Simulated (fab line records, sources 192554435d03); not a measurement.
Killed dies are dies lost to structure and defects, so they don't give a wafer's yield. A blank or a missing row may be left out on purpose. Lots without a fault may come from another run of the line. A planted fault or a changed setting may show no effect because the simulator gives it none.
Problem report in the 8D (eight disciplines) form, filled by code | flow n5_finfet | the parts of the form that need people (team, actions taken, sign-off) are left out

1. THE PROBLEM
etch_rf_on_time_s at N5_BEOL_M6_ETCH_72 reads a mean of 3.43 s on 3 wafers of 3 lots; wafers without a fault read 5.15 s with a standard deviation of 0.098. That is -18 standard deviations from the usual mean.
The step: etches underlayer in N2/H2, target depth 6.5 nm, time 5.2 s.
First seen on wafer L820.3, day 11 14:16, on rie_diel-04. The record holds 27 wafers of 10 lots with a number at this step. Rule for "out", or "out of limits": more than 4 standard deviations from the usual mean. The other wafers with a number count as sound.

2. WHAT IT IS AND WHAT IT IS NOT
question                    | is                     | is not
which readings at this step | etch_rf_on_time_s      | drypump_motor_current_A, rf_vpp_V, showerhead_plenum_p_Torr, throttle_valve_pct
which lots                  | L820, L821, L823       | L812, L813, L816, L827, L828, L830, L833
which wafers of those lots  | L820.3, L821.3, L823.3 | L820.1, L821.6, L823.1
read on which tools         | rie_diel-04            | rie_diel-02, rie_diel-03
when                        | from day 11 14:16      | up to then (10 sound wafers); but 14 sound wafers of L821, L823, L827, L828, L830, L833 came after

3. SUSPECTS, AND WHAT RULES EACH OUT
Counting: a tool at a process step up to the reading stays a suspect if it ran every lot that is out. Sound lots after the first of them don't rule it out here, since some wafers of a struck lot are sound.
- rie_diel-04 at N5_BEOL_M6_ETCH_72 (etches underlayer in N2/H2, target depth 6.5 nm, time 5.2 s): kept. It ran every lot that is out, first L820 (day 11 14:16); its last sound lot up to then is L813 (day 9 03:37). Its own readings are out on those wafers: etch_rf_on_time_s.
Left after counting: rie_diel-04 at N5_BEOL_M6_ETCH_72.

4. THE CAUSE (what the simulator had put in)
Process parameter drift: rie_diel-04, from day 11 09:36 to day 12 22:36, at N5_BEOL_M6_ETCH_72. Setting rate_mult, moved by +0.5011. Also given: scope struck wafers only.
Counting left only this tool.

5. THE CHAIN OF EFFECTS, in route order
Each row: a reading whose mean over the struck wafers that have a number lies more than 3 standard deviations from the usual. Only readings for which the record gives a usual standard deviation are gone through. hours: the time from each lot's start at the first step in this table that gives one to its start at this step, as a median over the lots. sigmas: the change in usual standard deviations.
hours | step               | reading           | usual     | on struck wafers | change | sigmas
0     | N5_BEOL_M6_ETCH_72 | etch_rf_on_time_s | 5.15 s    | 3.43             | -1.72  | -18
0     | N5_BEOL_M6_ETCH_72 | oes_product_au    | 0.72 a.u. | 0.97             | +0.25  | +3.3
The process steps in it:
- N5_BEOL_M6_ETCH_72: etches underlayer in N2/H2, target depth 6.5 nm, time 5.2 s.

6. WHAT WOULD HAVE CAUGHT IT SOONER
In this record the first reading out of limits was taken at day 11 14:16, 5 hours after the fault began at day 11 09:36.
